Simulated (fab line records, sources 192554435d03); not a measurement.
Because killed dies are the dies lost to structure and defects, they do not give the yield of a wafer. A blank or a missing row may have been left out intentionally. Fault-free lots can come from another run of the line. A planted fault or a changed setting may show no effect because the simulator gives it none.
Matching of chambers / flow n5Finfet / rieDiel-03 running N5_BEOL_M3_VIA_ETCH_34: 4 sister chambers
The step etches the open film in C4F6/O2, target depth 69.4 nm, time 65.9 s. 4 wafers are shown with their chamber, then 11 later ones without.

== WAFERS WITH THEIR CHAMBER ==
wafer=L085.3; chamber=2; drypumpMotorCurrentA (A)=5.7
wafer=L090.6; chamber=1; drypumpMotorCurrentA (A)=5.7
wafer=L089.5; chamber=3; drypumpMotorCurrentA (A)=6.4
wafer=L092.4; chamber=0; drypumpMotorCurrentA (A)=6.2

== WAFERS WHOSE CHAMBER IS MISSING ==
wafer=L092.5; drypumpMotorCurrentA (A)=6.2
wafer=L092.6; drypumpMotorCurrentA (A)=6.3
wafer=L094.2; drypumpMotorCurrentA (A)=5.7
wafer=L094.4; drypumpMotorCurrentA (A)=6.2
wafer=L094.6; drypumpMotorCurrentA (A)=5.7
wafer=L095.1; drypumpMotorCurrentA (A)=5.7
wafer=L095.4; drypumpMotorCurrentA (A)=6.2
wafer=L095.5; drypumpMotorCurrentA (A)=6.3
wafer=L097.4; drypumpMotorCurrentA (A)=6.3
wafer=L097.5; drypumpMotorCurrentA (A)=6.2
wafer=L097.6; drypumpMotorCurrentA (A)=6.3

== EACH ONE'S CHAMBER ==
wafer=L092.5; from the rows above=0; in truth=0
wafer=L092.6; from the rows above=can't be placed: 0 or 3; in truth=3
wafer=L094.2; from the rows above=can't be placed: 1 or 2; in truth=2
wafer=L094.4; from the rows above=0; in truth=0
wafer=L094.6; from the rows above=can't be placed: 1 or 2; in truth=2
wafer=L095.1; from the rows above=can't be placed: 1 or 2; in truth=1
wafer=L095.4; from the rows above=0; in truth=0
wafer=L095.5; from the rows above=can't be placed: 0 or 3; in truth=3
wafer=L097.4; from the rows above=can't be placed: 0 or 3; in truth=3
wafer=L097.5; from the rows above=0; in truth=0
wafer=L097.6; from the rows above=can't be placed: 0 or 3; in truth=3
Placed correctly: 4 of 11. Cannot be placed on the basis of these rows: 7; the candidates contain the true chamber in 7. Placed wrongly: 0.
How it was worked out, from the rows above alone: a wafer's distance from a chamber is the root of the sum, over the readings, of the square of ((its reading less the chamber's mean) divided by the reading's scatter). If the next closest chamber is less than 2 further off than the closest, the wafer can't be placed; otherwise it belongs to the closest. Each chamber's mean is taken over the wafers shown for it. The scatter: with one shown wafer a chamber, the root of the mean of the squares of how far each hidden wafer lies from its nearest shown one.
